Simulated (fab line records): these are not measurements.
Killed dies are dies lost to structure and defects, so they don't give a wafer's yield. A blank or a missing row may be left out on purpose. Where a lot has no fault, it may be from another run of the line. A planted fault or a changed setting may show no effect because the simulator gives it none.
Lot-split experiment	flow n5_finfet	on a route of 1938 steps: 7 lots, 21 wafers read

== THE SPLIT ITSELF ==
At N5_BEOL_M0_SAQP_ALD_48 (deposits SiO2, target thk 20 nm, pulse time 1 s, co reactant pulse time 1 s), the setting ald_cycles was moved away from the recipe's 139 on 9 of the 21 wafers read, by -11.5% to +5.0%. For the rest of the wafers, this setting stayed at what the recipe calls for.

The split's own step is where the reading is taken.

== THE READING ==
SiO2_of_BEOL_M0_SAQP_ALD_48.thk_nm (the simulator's own value, which no gauge read), in nm, at N5_BEOL_M0_SAQP_ALD_48 (deposits SiO2, target thk 20 nm, pulse time 1 s, co reactant pulse time 1 s). There is no usual value for it anywhere in the file. The 12 wafers here that ran the recipe average 20.0 nm, standard deviation 0.099 nm.

wafer	tool, chamber at the split	ald_cycles as run	against the recipe	SiO2_of_BEOL_M0_SAQP_ALD_48.thk_nm, nm	against lot-mates on the recipe
L074.1	ald_sin-04, 3,2,2	139	recipe	20	-
L074.3	ald_sin-04, 3,2,2	139	recipe	20	-
L074.6	ald_sin-04, 3,2,2	139	recipe	20	-
L075.1	ald_sin-04, 0,3,0	139	recipe	20	-
L075.2	ald_sin-04, 0,3,0	139	recipe	20	-
L075.5	ald_sin-04, 0,3,0	139	recipe	20	-
L077.1	ald_sin-01, 3	139	recipe	20	-
L077.3	ald_sin-01, 2	133	-4.3%	19.4	-0.6
L077.6	ald_sin-01, 0	133	-4.3%	19.2	-0.8
L083.2	ald_sin-03, 1	139	recipe	20.2	-
L083.5	ald_sin-03, 3,0	123	-11.5%	17.8	-2.4
L083.6	ald_sin-03, 3,0	123	-11.5%	17.8	-2.4
L088.1	ald_sin-01, 2,1	139	recipe	20	-
L088.4	ald_sin-01, 2,1	139	recipe	20	-
L088.5	ald_sin-01, 3	130	-6.5%	18.8	-1.2
L090.3	ald_sin-03, 2,0,3	146	+5.0%	21	no lot-mate on the recipe
L090.5	ald_sin-03, 2,0,3	146	+5.0%	21	no lot-mate on the recipe
L090.6	ald_sin-03, 2,0,3	146	+5.0%	21	no lot-mate on the recipe
L093.1	ald_sin-01, 1	128	-7.9%	18.4	-1.4
L093.4	ald_sin-01, 3,2	139	recipe	19.8	-
L093.5	ald_sin-01, 3,2	139	recipe	19.8	-
Where a row lists several chambers, the file gives one row for several wafers and doesn't say which wafer went through which chamber.

THE FIT
A straight line over all 21 wafers: SiO2_of_BEOL_M0_SAQP_ALD_48.thk_nm changes by +0.191 nm for each +1% of ald_cycles; r = +0.99; the points scatter about the line by 0.098 nm.
The same after taking each lot's own level away (the mean of its wafers on the recipe; 18 wafers): +0.199 nm for each +1%; r = +0.99; scatter 0.089 nm.
That fit puts the effect of the largest move of ald_cycles on the reading at 2.3 nm.
From 19.80 to 20.20 nm: that is the span of the lots' own levels, equal to 4.1 times the standard deviation above.
The two slopes are in agreement: the lot-to-lot level therefore moves the slope only a little.
Check: with one of the wafers moved furthest among these (-11.5%) left out of the fit, the line predicts -2.21 nm for it against its lot-mates. It came out at -2.4 nm against them.

== THE OTHER SPLITS THESE WAFERS WENT THROUGH ==
Other splits were also applied to these wafers ahead of the reading. Each is held against what the fit with the lots' levels taken away leaves over:
other split on the same wafers	wafers away from the commonest value	r with SiO2_of_BEOL_M0_SAQP_ALD_48.thk_nm (lot level and that fit taken away)
N5_BEOL_M0_SAQP_EXPOSE_37 dose_mj	6	+0.22

== THE FILE'S OWN FIT ==
SiO2_of_BEOL_M0_SAQP_ALD_48.thk_nm changes by +0.194 nm for each +1% of ald_cycles, r = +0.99.
